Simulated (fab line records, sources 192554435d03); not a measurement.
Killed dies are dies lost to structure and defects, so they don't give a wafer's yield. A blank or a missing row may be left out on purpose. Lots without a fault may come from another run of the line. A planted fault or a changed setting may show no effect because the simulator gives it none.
Split-lot experiment | flow n5_finfet | 7 lots, 21 wafers read, on a route of 1938 steps

THE SPLIT
At N5_BEOL_M6_ETCH_62 (etches SOC in N2/H2, target depth 110 nm, overetch 22 nm, time 165 s), the setting bias_w was moved away from the recipe's 150 W on 5 of the 21 wafers read, by -17.4% to +10.9%. The other wafers ran this setting at the recipe's value.

The reading is taken at the split's own step.

THE READING
rf_vpp_V, in V, at N5_BEOL_M6_ETCH_62 (etches SOC in N2/H2, target depth 110 nm, overetch 22 nm, time 165 s). Fault-free wafers of this fab line usually give 523.8 V, standard deviation 2.7 V.

wafer  | tool, chamber at the split | bias_w as run, W | against the recipe | rf_vpp_V, V | against lot-mates on the recipe
L076.2 | rie_diel-01, 3             | 150              | recipe             | 526.1       | -
L076.3 | rie_diel-01, 0             | 150              | recipe             | 522.0       | -
L076.4 | rie_diel-01, 1             | 150              | recipe             | 523.3       | -
L079.1 | rie_diel-04, 2             | 123.9            | -17.4%             | 465.9       | -58.3
L079.3 | rie_diel-04, 0             | 123.9            | -17.4%             | 466.9       | -57.3
L079.5 | rie_diel-04, 2             | 150              | recipe             | 524.2       | -
L078.1 | rie_diel-01, 0             | 150              | recipe             | 522.0       | -
L078.2 | rie_diel-01, 3             | 150              | recipe             | 525.2       | -
L078.5 | rie_diel-01, 3             | 150              | recipe             | 526.2       | -
L080.3 | rie_diel-04, 3             | 150              | recipe             | 525.2       | -
L080.5 | rie_diel-04, 1             | 150              | recipe             | 527.4       | -
L080.6 | rie_diel-04, 0             | 150              | recipe             | 525.0       | -
L085.2 | rie_diel-01, 3             | 132.2            | -11.9%             | 485.4       | -39.1
L085.4 | rie_diel-01, 1             | 150              | recipe             | 524.1       | -
L085.5 | rie_diel-01, 2             | 150              | recipe             | 525.0       | -
L087.1 | rie_diel-04, 0             | 166.4            | +10.9%             | 561.1       | +37.3
L087.2 | rie_diel-04, 3             | 150              | recipe             | 524.9       | -
L087.6 | rie_diel-04, 3             | 150              | recipe             | 522.7       | -
L091.1 | rie_diel-04, 3             | 150              | recipe             | 523.8       | -
L091.2 | rie_diel-04, 2             | 150              | recipe             | 526.9       | -
L091.4 | rie_diel-04, 0             | 159.9            | +6.6%              | 544.9       | +19.6

THE FIT
A straight line over all 21 wafers: rf_vpp_V changes by +3.32 V for each +1% of bias_w; r = +1.00; the points scatter about the line by 1.5 V.
The same after taking each lot's own level away (the mean of its wafers on the recipe; 21 wafers): +3.31 V for each +1%; r = +1.00; scatter 1.4 V.
On that fit, the largest move of bias_w shifts the reading by 58 V.
The lots' own levels span 523.80 to 525.87 V, that is 0.8 times the standard deviation above.
So the lot-to-lot level changes the slope little: the two slopes agree.
Check: with one of the wafers moved furthest among these (-17.4%) left out of the fit, the line predicts -57.3 V for it against its lot-mates. It came out at -58.3 V against them.
Tool readings at the split's step, against how far the setting was moved: rf_vpp_V r = +1.00.

OTHER SPLITS ON THESE WAFERS
These wafers also went through other splits before the reading. Each is held against what the fit with the lots' levels taken away leaves over:
other split on the same wafers | wafers away from the commonest value | r with rf_vpp_V (lot level and that fit taken away)
N5_BEOL_M5_ETCH_72 source_w    | 6                                    | -0.08
N5_BEOL_M6_ILD_DEP_00 time_s   | 3                                    | -0.02

THE WHOLE CHAIN: every reading that the file lists as answering this split, in the file's order
step               | what it does                                                         | reading                                                                          | change (the file's fit)                | r (the file's)
N5_BEOL_M6_ETCH_62 | etches SOC in N2/H2, target depth 110 nm, overetch 22 nm, time 165 s | rf_vpp_V                                                                         | +3.31 V for each +1% of the setting    | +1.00
N5_BEOL_M6_ETCH_62 | etches SOC in N2/H2, target depth 110 nm, overetch 22 nm, time 165 s | SiARC_of_BEOL_M6_COAT_60.thk_nm (the simulator's own value, which no gauge read) | -0.0804 nm for each +1% of the setting | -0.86

THE FILE'S OWN FIT
rf_vpp_V changes by +3.31 V for each +1% of bias_w, r = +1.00.
